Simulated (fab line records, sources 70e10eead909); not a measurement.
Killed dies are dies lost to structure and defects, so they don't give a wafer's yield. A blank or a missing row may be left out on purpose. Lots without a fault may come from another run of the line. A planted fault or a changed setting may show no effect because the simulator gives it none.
Chamber matching | flow nand_harc | NHARC_A_WL_FILL_ALD_10 on ald_hk-02: 4 sister chambers
The step deposits SiO2, target thk 50 nm, pulse time 10 s, ald cycles 500. 8 wafers are shown with their chamber, then 7 later ones without.

WAFERS WITH THEIR CHAMBER
wafer  | chamber | heater_power_w (W) | precursor_pulse_height_rel
L076.5 | 2       | 416                | 0.985
L083.2 | 0       | 468                | 1.032
L083.1 | 2       | 403                | 1.001
L087.2 | 1       | 464                | 1.027
L087.4 | 0       | 461                | 0.967
L087.1 | 3       | 481                | 1.008
L091.3 | 1       | 465                | 0.967
L091.2 | 3       | 484                | 0.982

WAFERS WITHOUT THEIR CHAMBER
wafer  | heater_power_w (W) | precursor_pulse_height_rel
L091.4 | 475                | 1.014
L096.2 | 466                | 1.009
L096.1 | 482                | 0.993
L096.5 | 468                | 0.993
L094.1 | 397                | 0.988
L094.3 | 471                | 1.039
L094.6 | 417                | 0.977

WHICH CHAMBER EACH WENT THROUGH
wafer  | from the rows above          | in truth
L091.4 | can't be placed: 3 or 0 or 1 | 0
L096.2 | can't be placed: 0 or 1      | 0
L096.1 | 3                            | 3
L096.5 | can't be placed: 1 or 0      | 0
L094.1 | 2                            | 2
L094.3 | can't be placed: 0 or 1 or 3 | 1
L094.6 | 2                            | 2
Placed correctly: 3 of 7. Can't be placed from these rows: 4 (the true chamber is among the candidates in 4). Placed wrongly: 0.
How it was worked out, from the rows above alone: a wafer's distance from a chamber is the root of the sum, over the readings, of the square of ((its reading less the chamber's mean) divided by the reading's scatter). The wafer belongs to the nearest chamber; if the next one is less than 2 further off, it can't be placed. A chamber's mean is the mean of its shown wafers. The scatter: the root of (the sum of the squares of (reading less its chamber's mean) over the shown wafers, divided by (wafers less chambers)).
